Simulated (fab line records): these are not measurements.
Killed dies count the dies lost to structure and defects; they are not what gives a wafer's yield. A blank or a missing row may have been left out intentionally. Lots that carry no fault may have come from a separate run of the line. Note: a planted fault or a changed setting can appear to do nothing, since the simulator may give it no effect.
Which of the tools did it?	flow n5_finfet	11 lots, 33 wafers sampled, at 5 steps of a route of 1938

## WHAT THE GAUGES READ, wafer by wafer
The record holds no reading of a measuring or inspecting step that can be judged against a usual standard deviation.

## EACH LOT AND THE TOOL THAT RAN IT (in order: tool; ch and the chambers of the sampled wafers; start)
lot	N5_BEOL_M9_ETCH_66	N5_MIM_TOP_ALD_00	N5_MIM_TOP_DEGAS_04	N5_MIM_TOP_LITHO_DESCUM_10	N5_PASSIVATION_PROBE_49
L381	rie_diel-04 ch 1,2, day 9 22:25	ald_hk-03 ch 0,3, day 11 19:27	pvd_sputter-01, day 11 20:47	rie_diel-03 ch 2,3, day 11 21:20	-
L382	rie_diel-04 ch 0,2,3, day 10 06:29	ald_hk-03 ch 0,2, day 12 00:50	pvd_sputter-03, day 12 02:01	rie_diel-03 ch 1,3, day 12 02:32	-
L385	rie_diel-06 ch 0,1,3, day 10 18:44	ald_hk-03 ch 0,2,3, day 12 11:22	pvd_sputter-01, day 12 14:37	rie_diel-01 ch 1,2,3, day 12 15:22	-
L386	rie_diel-04 ch 0,1,2, day 11 04:35	ald_hk-01 ch 0,2, day 13 03:04	pvd_sputter-03, day 13 05:52	rie_diel-05 ch 0,1,2, day 13 06:31	prober-01, day 13 17:40
L388	rie_diel-02 ch 0,1, day 11 09:44	ald_hk-03 ch 1,2,3, day 13 06:28	pvd_sputter-01, day 13 07:25	rie_diel-05 ch 0,2,3, day 13 08:04	-
L394	rie_diel-06 ch 0,2, day 13 18:02	ald_hk-03 ch 2,3, day 15 13:30	pvd_sputter-03, day 15 14:20	rie_diel-05 ch 0,1,2, day 15 14:52	prober-01, day 16 02:53
L396	rie_diel-04 ch 0,1,3, day 14 17:08	ald_hk-02 ch 0,1, day 17 00:19	pvd_sputter-03, day 17 01:10	rie_diel-01 ch 0,2,3, day 17 01:41	-
L399	rie_diel-06 ch 0,1,3, day 15 23:40	ald_hk-03 ch 0,3, day 18 02:02	pvd_sputter-01, day 18 02:30	rie_diel-01 ch 0,1,2, day 18 03:08	-
L400	rie_diel-06 ch 0,2, day 16 02:55	ald_hk-03 ch 0,1,3, day 18 10:44	pvd_sputter-01, day 18 12:05	rie_diel-03 ch 2,3, day 18 12:43	-
L402	rie_diel-06 ch 0,1, day 16 03:20	ald_hk-03 ch 0,2,3, day 18 16:34	pvd_sputter-02, day 18 17:34	rie_diel-05 ch 0,1,2, day 18 18:05	-
L403	rie_diel-04 ch 1,3, day 17 03:53	ald_hk-02 ch 0,3, day 19 16:11	pvd_sputter-03, day 19 17:07	rie_diel-05 ch 2,3, day 19 17:46	-
- N5_BEOL_M9_ETCH_66: etches SOC in N2/H2, target depth 80 nm, overetch 16 nm, time 120 s.
- N5_MIM_TOP_ALD_00: deposits Al2O3, purge time 3 s, co reactant pulse time 3 s.
- N5_MIM_TOP_DEGAS_04: time 60 s.
- N5_MIM_TOP_LITHO_DESCUM_10: chemistry O2, time 7.9 s.
- N5_PASSIVATION_PROBE_49

## WHAT THE TOOLS THEMSELVES READ (means of the sampled wafers that have a number; where no wafer has one, the mark that the record gives instead)
N5_BEOL_M9_ETCH_66. Usual: bias_w 150.0 W, standard deviation 0.48; drypump_motor_current_A 5.5 A, standard deviation 0.51; oes_product_au 0.60 a.u., standard deviation 0.051; rf_vpp_V 524.1 V, standard deviation 1.9; showerhead_plenum_p_Torr 2.55 Torr, standard deviation 0.06; throttle_valve_pct 17.86 %, standard deviation 0.22.
lot	tool	bias_w (W)	drypump_motor_current_A (A)	oes_product_au (a.u.)	rf_vpp_V (V)	showerhead_plenum_p_Torr (Torr)	throttle_valve_pct (%)	flag
L381	rie_diel-04	150.5	5.4	0.62	522.6	2.51	17.85	
L382	rie_diel-04	150.1	5.1	0.62	522.5	2.53	17.77	
L385	rie_diel-06	149.7	5.6	0.59	523.2	2.55	17.83	
L386	rie_diel-04	149.4	5.4	0.60	523.8	2.55	17.82	
L388	rie_diel-02	150.2	5.6	0.57	523.7	2.54	18.02	
L394	rie_diel-06	149.9	5.5	0.60	522.7	2.51	17.91	
L396	rie_diel-04	150.2	5.5	0.58	525.4	2.58	17.82	
L399	rie_diel-06	149.6	5.6	0.61	523.8	2.53	17.76	
L400	rie_diel-06	150.3	5.2	0.63	522.4	2.50	17.61	
L402	rie_diel-06	149.8	5.3	0.58	524.4	2.57	17.83	
L403	rie_diel-04	150.0	5.6	0.58	526.0	2.58	17.84	

N5_MIM_TOP_ALD_00. Usual: 1.000 for precursor_pulse_height_rel, sd 0.019.
lot	tool	precursor_pulse_height_rel	flag
L381	ald_hk-03	1.012	
L382	ald_hk-03	1.001	
L385	ald_hk-03	0.996	
L386	ald_hk-01	0.996	
L388	ald_hk-03	0.984	
L394	ald_hk-03	0.999	
L396	ald_hk-02	1.004	
L399	ald_hk-03	1.001	
L400	ald_hk-03	1.003	
L402	ald_hk-03	0.996	
L403	ald_hk-02	1.012	

N5_MIM_TOP_DEGAS_04. Usual: 477 W for heater_power_w, sd 45.
lot	tool	heater_power_w (W)	flag
L381	pvd_sputter-01	452	
L382	pvd_sputter-03	490	
L385	pvd_sputter-01	451	
L386	pvd_sputter-03	450	
L388	pvd_sputter-01	448	
L394	pvd_sputter-03	497	
L396	pvd_sputter-03	534	
L399	pvd_sputter-01	446	
L400	pvd_sputter-01	442	
L402	pvd_sputter-02	466	
L403	pvd_sputter-03	471	

N5_MIM_TOP_LITHO_DESCUM_10. Usual: drypump_motor_current_A 5.7 A, standard deviation 0.41; oes_product_au 0.82 a.u., standard deviation 0.088; rf_vpp_V 243.6 V, standard deviation 1.5; showerhead_plenum_p_Torr 2.12 Torr, standard deviation 0.082; throttle_valve_pct 20.41 %, standard deviation 0.29.
lot	tool	drypump_motor_current_A (A)	oes_product_au (a.u.)	rf_vpp_V (V)	showerhead_plenum_p_Torr (Torr)	throttle_valve_pct (%)	flag
L381	rie_diel-03	5.2	0.86	242.4	2.04	20.59	
L382	rie_diel-03	5.4	0.77	242.9	2.00	20.45	
L385	rie_diel-01	5.8	0.85	243.9	2.15	20.41	
L386	rie_diel-05	5.9	0.84	243.9	2.14	20.34	
L388	rie_diel-05	6.1	0.77	243.1	2.12	20.46	
L394	rie_diel-05	5.9	0.81	244.0	2.14	20.37	
L396	rie_diel-01	5.5	0.79	243.9	2.16	20.56	
L399	rie_diel-01	5.6	0.77	244.4	2.13	20.39	
L400	rie_diel-03	5.1	0.89	243.5	2.17	20.45	
L402	rie_diel-05	5.9	0.87	244.1	2.13	20.25	
L403	rie_diel-05	6.1	0.91	244.8	2.20	20.32	

N5_PASSIVATION_PROBE_49. Usual: defect_limited_yield 91.3 %, standard deviation 1.7; killed_at_M0_to_M3 33, standard deviation 9.9; killed_at_M4_up 14, standard deviation 6.4; killed_at_contacts 12, standard deviation 7; killed_at_front_end 41, standard deviation 13; killed_at_other 3.1, standard deviation 2.9; killed_dies 103, standard deviation 20; killed_on_rim 13, standard deviation 4; killed_open 67, standard deviation 14; killed_short 34, standard deviation 9.4; sort_bin_4_leakage 0.03 %, standard deviation 0.24; sort_bin_5_function 5.1 %, standard deviation 1.1; sort_bin_6_memory 3.2 %, standard deviation 0.79; sort_bin_8_speed 0.02 %, standard deviation 0.15; sort_n_pass 1077, standard deviation 21; sort_yield_pct 91.2 %, standard deviation 1.7.
lot	tool	defect_limited_yield (%)	killed_at_M0_to_M3	killed_at_M4_up	killed_at_contacts	killed_at_front_end	killed_at_other	killed_dies	killed_on_rim	killed_open	killed_short	sort_bin_4_leakage (%)	sort_bin_5_function (%)	sort_bin_6_memory (%)	sort_bin_8_speed (%)	sort_n_pass	sort_yield_pct (%)	flag
L386	prober-01	85.1	32	72	10	60	1.7	175	26	78	47	0.00	8.7	4.3	0.03	1004	85.1	OFF
L394	prober-01	89.1	47	11	21	47	3.7	129	14	80	48	0.00	5.6	4.9	0.00	1051	89.1	

## THE ANSWER, worked out from the rows above alone
Rule: a lot is off if the mean of its wafers that have a number lies more than 3 standard deviations from the usual mean. Also off: a lot with no number at a reading for which 4 or more lots have one. Any other lot the step has rows for is counted as sound. First the gauges in route order, then the tools' own readings, where a lot's mean is used as printed above. At the first step where some lot is off, the reading lying furthest off is the one used; lots without a number count as furthest.
Off: L386, at N5_PASSIVATION_PROBE_49 (killed_at_M4_up). Neither off nor sound, because the step has no rows for them: L381, L382, L385, L388, L396, L399, L400, L402, L403.
If a tool, at that step or one of the process steps before it, ran each lot that is off and ran no sound lot following the first of them, it fits. Undecided on this evidence; 2 tools fit (rie_diel-04 at N5_BEOL_M9_ETCH_66, ald_hk-01 at N5_MIM_TOP_ALD_00).

## WHAT THE SIMULATOR HAD INSERTED
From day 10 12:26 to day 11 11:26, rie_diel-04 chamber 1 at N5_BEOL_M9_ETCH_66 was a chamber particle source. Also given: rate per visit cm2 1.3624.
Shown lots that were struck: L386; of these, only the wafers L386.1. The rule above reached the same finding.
